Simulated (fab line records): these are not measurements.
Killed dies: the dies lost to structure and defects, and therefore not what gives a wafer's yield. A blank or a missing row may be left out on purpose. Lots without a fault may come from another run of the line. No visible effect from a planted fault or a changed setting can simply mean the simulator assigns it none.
Chamber matching | flow nandHarc | 4 sister chambers for NHARC_P_M1_DESCUM_14 on rieDiel-05
The step chemistry O2, time 3 s. 24 wafers are shown with their chamber, then 12 later ones without.

== WAFERS, EACH WITH ITS CHAMBER ==
wafer  | chamber | showerheadPlenumPTorr (Torr) | drypumpMotorCurrentA (A) | oesProductAu (a.u.)
L074.2 | 3       | 1.82                         | 5.7                      | 1.001
L074.3 | 1       | 1.93                         | 6.7                      | 0.990
L074.6 | 3       | 1.83                         | 5.7                      | 1.000
L076.2 | 0       | 2.06                         | 6.1                      | 1.011
L076.3 | 1       | 1.93                         | 6.8                      | 0.993
L076.6 | 2       | 1.81                         | 6.1                      | 1.006
L077.2 | 1       | 1.93                         | 6.7                      | 0.986
L077.4 | 2       | 1.81                         | 6.1                      | 1.001
L077.5 | 2       | 1.81                         | 6.1                      | 1.008
L079.1 | 2       | 1.81                         | 6.1                      | 1.002
L079.4 | 3       | 1.82                         | 5.8                      | 0.991
L079.5 | 1       | 1.93                         | 6.8                      | 0.999
L080.1 | 1       | 1.93                         | 6.8                      | 0.997
L080.2 | 3       | 1.82                         | 5.7                      | 1.016
L080.4 | 2       | 1.81                         | 6.1                      | 1.001
L081.2 | 1       | 1.93                         | 6.8                      | 0.979
L081.3 | 2       | 1.81                         | 6.1                      | 0.986
L081.4 | 0       | 2.06                         | 6.0                      | 0.997
L083.3 | 3       | 1.82                         | 5.7                      | 1.000
L083.5 | 0       | 2.06                         | 6.0                      | 1.010
L083.6 | 1       | 1.93                         | 6.7                      | 0.984
L087.1 | 3       | 1.82                         | 5.7                      | 0.999
L087.5 | 1       | 1.93                         | 6.7                      | 0.999
L087.6 | 3       | 1.82                         | 5.7                      | 0.998

SIGNATURES (averages over the wafers above)
reading               | chamber 0 | chamber 1 | chamber 2 | chamber 3 | scatter within a chamber
showerheadPlenumPTorr | 2.0600    | 1.9300    | 1.8100    | 1.8214    | 0.00207
drypumpMotorCurrentA  | 6.033     | 6.750     | 6.100     | 5.714     | 0.042
oesProductAu          | 1.00600   | 0.99087   | 1.00067   | 1.00071   | 0.00758
Rule: for each reading, subtract the chamber's mean from the wafer's reading, divide by that reading's scatter and square the result; add these up over the readings and take the root, which gives the wafer's distance from the chamber. The wafer belongs to the nearest chamber; if the next one is less than 2 further off, it can't be placed. How the scatter is found: for the shown wafers, subtract from each reading the mean of its chamber, square and add these, divide the total by (wafers less chambers), then take the root.

== WAFERS MISSING THEIR CHAMBER ==
wafer  | showerheadPlenumPTorr (Torr) | drypumpMotorCurrentA (A) | oesProductAu (a.u.)
L089.1 | 1.82                         | 5.7                      | 1.003
L089.5 | 1.81                         | 6.1                      | 0.994
L089.6 | 1.82                         | 5.7                      | 0.998
L090.1 | 1.93                         | 6.8                      | 0.999
L090.2 | 1.82                         | 5.7                      | 1.004
L090.5 | 1.93                         | 6.8                      | 0.992
L097.1 | 1.81                         | 6.1                      | 0.990
L097.3 | 1.82                         | 5.7                      | 1.010
L097.4 | 2.06                         | 6.1                      | 0.999
L096.2 | 1.81                         | 6.1                      | 0.990
L096.4 | 1.82                         | 5.8                      | 0.994
L096.6 | 1.93                         | 6.7                      | 0.997

== CHAMBER TAKEN BY EACH ==
wafer  | from the rows above | in truth
L089.1 | 3                   | 3
L089.5 | 2                   | 2
L089.6 | 3                   | 3
L090.1 | 1                   | 1
L090.2 | 3                   | 3
L090.5 | 1                   | 1
L097.1 | 2                   | 2
L097.3 | 3                   | 3
L097.4 | 0                   | 0
L096.2 | 2                   | 2
L096.4 | 3                   | 3
L096.6 | 1                   | 1
Correctly placed: 12 of 12. From these rows, 0 cannot be placed. Wrongly placed: 0.
